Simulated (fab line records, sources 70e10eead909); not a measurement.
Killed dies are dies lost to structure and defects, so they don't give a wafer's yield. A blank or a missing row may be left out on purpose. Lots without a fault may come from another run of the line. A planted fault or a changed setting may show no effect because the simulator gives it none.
A struck lot beside a sound one | flow nand_harc | 18 steps out of a route of 1159
Sound: wafers L900.3, L900.5, L900.6. Struck: wafer L910.6. (L910.2, L910.5 of the same lot were not struck and are left out.) The cause comes at the end.
At each step with rows: each side's tool, then ch and its chambers, then its first start. Under that, the readings that differ: sound wafers | struck wafers | difference of the means | sigmas: that difference in standard deviations of wafers without a fault.
alike: readings whose means differ by less than 2 such deviations, and words and numbers that are the same on both sides. not compared: withheld readings, readings that some wafer has no value for, bounds like >300 that may hide the same value, and numbers for which the record gives no deviation and whose values overlap.
The two part at a step that has a row with sigmas, a row that says differs or no value, or rows on one side only. Numbers that don't overlap but have no deviation are shown without sigmas and don't part them. A reading that every wafer of one side lacks parts them only if that side has two wafers or more.

first, 6 steps without rows for these wafers: NHARC_THIN_TSV_COAT_27; NHARC_THIN_TSV_SOFTBAKE_28 (time 95 s); NHARC_THIN_TSV_EBR_29; NHARC_THIN_TSV_EXPOSE_30 (exposes mask PAD); NHARC_THIN_TSV_PEB_31 (peb time 85 s); NHARC_THIN_TSV_DEVELOP_32 (time 70 s).
NHARC_THIN_TSV_CD_MEAS_33: target cd 5000 nm.
  sound on cd_sem-01 ch 0, day 20 02:32; struck on cd_sem-01 ch 0, day 23 13:10
  alike: cd_nm
then, 1 step without rows for these wafers: NHARC_THIN_TSV_HARDBAKE_34 (time 80 s).
NHARC_THIN_TSV_DESCUM_35: chemistry O2, time 3 s.
  sound on rie_diel-01 ch 0,1,2, day 20 02:45; struck on rie_diel-01 ch 0, day 23 13:21
  alike: drypump_motor_current_A, oes_product_au, rf_vpp_V, showerhead_plenum_p_Torr, throttle_valve_pct
  not compared: rf_hours_counter_h
NHARC_THIN_TSV_ETCH_59: etches the open film in Cl2/BCl3, target depth 880 nm, time 138.1 s.
  sound on rie_metal-01 ch 0,1, day 20 02:56; struck on rie_metal-01 ch 1, day 23 13:29
  alike: drypump_motor_current_A, oes_product_au, throttle_valve_pct
  not compared: rf_hours_counter_h
NHARC_THIN_TSV_ETCH_36: etches the open film in Cl2/BCl3, target depth 65 nm, time 18.571 s.
  sound on rie_metal-01 ch 0,1, day 20 03:07; struck on rie_metal-01 ch 1, day 23 13:42
  alike: drypump_motor_current_A, oes_product_au
  not compared: rf_hours_counter_h
NHARC_THIN_TSV_STRIP_56: strips in O2.
  sound on plasma_asher-02 ch 0,1, day 20 03:50; struck on plasma_asher-01 ch 0, day 23 14:19
  alike: drypump_motor_current_A, heater_power_w
  not compared: rf_hours_counter_h
NHARC_THIN_TSV_STRIP_57: strips in post etch residue remover, time 1200 s.
  sound on wet_bench-08 ch 1,3,7, day 20 04:03; struck on wet_bench-10 ch 3,5,6, day 23 14:37
NHARC_THIN_TSV_CD_MEAS_37:
  sound on cd_sem-03, day 20 04:29; struck on cd_sem-02, day 23 15:05
  alike: cd_nm
then, 1 step without rows for these wafers: NHARC_THIN_TSV_ANNEAL_58 (time 1800 s).
NHARC_THIN_TSV_INSPECT_40:
  sound on defect_inspect-01, day 20 10:11; struck on defect_inspect-02, day 23 18:01
  reading          | sound       | struck | difference | sigmas
  raw_defect_count | 388 437 326 | 965    | +581       | +7
NHARC_END_WLT_00:
  sound on prober-01, day 20 22:07; struck on prober-01, day 24 00:56
  reading               | sound             | struck | difference | sigmas
  VT_DECK1_MIDDLE_INNER | 0.891 0.893 0.893 | 0.877  | -0.015     | -2
  alike: VT_DECK1_BOTTOM, VT_DECK1_BOTTOM_INNER, VT_DECK1_MEDIAN_NEAR_BOTTOM, VT_DECK1_MEDIAN_NEAR_BOTTOM_INNER, VT_DECK1_MIDDLE, VT_DECK1_TOP, VT_DECK1_TOP_INNER
NHARC_END_SORT_01:
  sound on prober-01 ch 0, day 21 01:41; struck on prober-01 ch 0, day 24 05:52
  reading                  | sound          | struck | difference | sigmas
  defect_limited_yield (%) | 97.2 97.3 98.4 | 89.8   | -7.8       | -6
  killed_at_array          | 10 12 9        | 34     | +24        | +3
  killed_at_other          | 0 0 0          | 33     | +33        | +28
  killed_dies              | 19 18 11       | 69     | +53        | +6
  killed_open              | 3 5 3          | 8      | +4         | +2
  sort_bin_2_pct (%)       | 0.4 0.7 0.6    | 5.2    | +4.6       | +8
  sort_bin_3_pct (%)       | 0.15 0 0       | 1.33   | +1.28      | +7
  sort_bin_4_pct (%)       | 2.2 1.9 1.0    | 3.7    | +2.0       | +2
  sort_n_pass              | 658 659 666    | 608    | -53        | -6
  sort_rim_yield_pct (%)   | 96 95 97       | 81     | -15        | -5
  sort_yield_pct (%)       | 97.2 97.3 98.4 | 89.8   | -7.8       | -6
  alike: killed_at_periphery, killed_short

WHERE THEY PART
First at NHARC_THIN_TSV_INSPECT_40; last, within this record, at NHARC_END_SORT_01.

WHY: what the simulator had put in
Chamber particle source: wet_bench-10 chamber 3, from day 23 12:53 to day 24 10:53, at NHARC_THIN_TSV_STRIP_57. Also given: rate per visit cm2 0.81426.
